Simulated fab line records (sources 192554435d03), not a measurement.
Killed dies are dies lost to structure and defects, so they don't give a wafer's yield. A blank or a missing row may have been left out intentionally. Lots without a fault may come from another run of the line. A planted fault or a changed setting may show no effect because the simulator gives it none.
Comparing a struck lot with a sound one	flow n5 finfet	16 out of 1938 route steps
Sound: the wafers L707.1, L707.3, L707.6. Wafers L721.1, L721.2, L721.5 were the ones struck. The cause is named last.
For every step that has rows: the tool of each side, followed by ch and its chambers, followed by its first start. Under that, the readings that differ: sound wafers	struck wafers	difference of the means	sigmas: that difference in standard deviations of wafers without a fault.
alike: a reading whose means differ by less than 2 such deviations, as well as words and numbers matching on both sides. not compared: withheld readings; readings where some wafer has no value; bounds like >300 that might hide an equal value; numbers whose values overlap and for which the record gives no deviation.
Wherever a step has rows on one side only, a row that says differs or no value, or a row with sigmas, the two part there. When numbers do not overlap yet have no deviation, they are printed without sigmas and do not part them. A reading that every wafer of one side lacks parts them only if that side has two wafers or more.

first, 8 steps without rows for these wafers: N5_HKMG_FIN_COAT_41 (time 60 s, resist thk 300 nm); N5_HKMG_FIN_COAT_42 (time 60 s, resist thk 35 nm); N5_HKMG_FIN_COAT_43 (resist thk 90 nm); N5_HKMG_FIN_EBR_45; N5_HKMG_FIN_SOFTBAKE_44 (time 60 s); N5_HKMG_FIN_EXPOSE_46 (exposes mask NDIPOLE); N5_HKMG_FIN_PEB_47 (peb time 60 s); N5_HKMG_FIN_DEVELOP_48 (develop time 30 s).
N5_HKMG_FIN_CD_MEAS_49: target cd 202 nm.
  sound on cd sem-03 ch 0, day 5 01:34; struck on cd sem-03 ch 0, day 8 16:11
  alike: cd nm
N5_HKMG_FIN_OVL_MEAS_50:
  sound on overlay-02 ch 0, day 5 01:35; struck on overlay-01 ch 0, day 8 16:13
  alike: NDIPOLE_OVL
N5_HKMG_FIN_INSPECT_61: inspects for defects (macro).
  sound on defect inspect-01 at day 5 01:37; struck on defect inspect-02 at day 8 16:14
  alike: raw defect count
N5_HKMG_FIN_DESCUM_53: chemistry O2, time 7.9 s.
  sound on rie diel-03 ch 1,2, day 5 01:41; struck on rie diel-06 ch 2,3, day 8 16:16
  alike: drypump motor current A, oes product au, rf vpp V, showerhead plenum p Torr, temp c, throttle valve pct
  not compared: rf hours counter h
N5_HKMG_FIN_ETCH_54: etches SiARC in CF4, target depth 45.5 nm, time 75.8 s.
  sound on rie diel-03 ch 1,2, day 5 01:43; struck on rie diel-06 ch 2,3, day 8 16:18
  no value came back on the struck wafers for any of 8 readings (bias w (W), cf4 flow sccm (sccm) and others); on the sound wafers bias w (W) reads 35.90 36.00 36.05
reading	sound	struck	difference	sigmas
model.CAR-ArF_of_HKMG_FIN_COAT_43.thk nm (nm)	50.8 50.6 51	83.4 83.6 83.4	+32.7	
  not compared: rf hours counter h
N5_HKMG_FIN_ETCH_55: etches SOC in N2/H2, target depth 240 nm, time 300 s.
  sound on rie diel-03 ch 1,2, day 5 01:47; struck on rie diel-06 ch 2,3, day 8 16:22
  alike: bias w, chamber pressure mTorr, drypump motor current A, oes product au, rf vpp V, showerhead plenum p Torr, temp c, throttle valve pct
  not compared: rf hours counter h
N5_BEOL_M4_RC_MEAS_101:
  the record has rows for the sound wafers here (prober-02 ch 0, day 9 06:54) and none for the struck ones
-- the record jumps here: 9 days lie between the struck wafers' starts before and after (it left off in module BEOL_M4 and takes up again in module PASSIVATION, whose first step shown is number 1936 of the route) --
N5_PASSIVATION_PROBE_49:
  sound on prober-02 at day 13 18:33; struck on prober-01 at day 17 16:40
reading	sound	struck	difference	sigmas
defect limited yield (%)	89.4	0 0 0	-89	-60
killed at front end	43	1114 1101 1106	+1064	+97
killed dies	125	1180 1180 1180	+1055	+59
killed on rim	13	152 152 152	+139	+32
killed short	49	26 27 29	-22	-3
sort_bin_5_function (%)	6.5	96.7 96.5 96.5	+90.1	+93
sort n pass	1055	0 0 0	-1055	-59
sort yield pct (%)	89.4	0 0 0	-89	-60
  alike: killed_at_M0_to_M3, killed_at_M4_up, killed at contacts, killed at other, killed open, sort_bin_6_memory

## WHERE THEY PART
At N5_HKMG_FIN_ETCH_54 first; at N5_PASSIVATION_PROBE_49 last (within this record only).

WHY: what had been put in by the simulator
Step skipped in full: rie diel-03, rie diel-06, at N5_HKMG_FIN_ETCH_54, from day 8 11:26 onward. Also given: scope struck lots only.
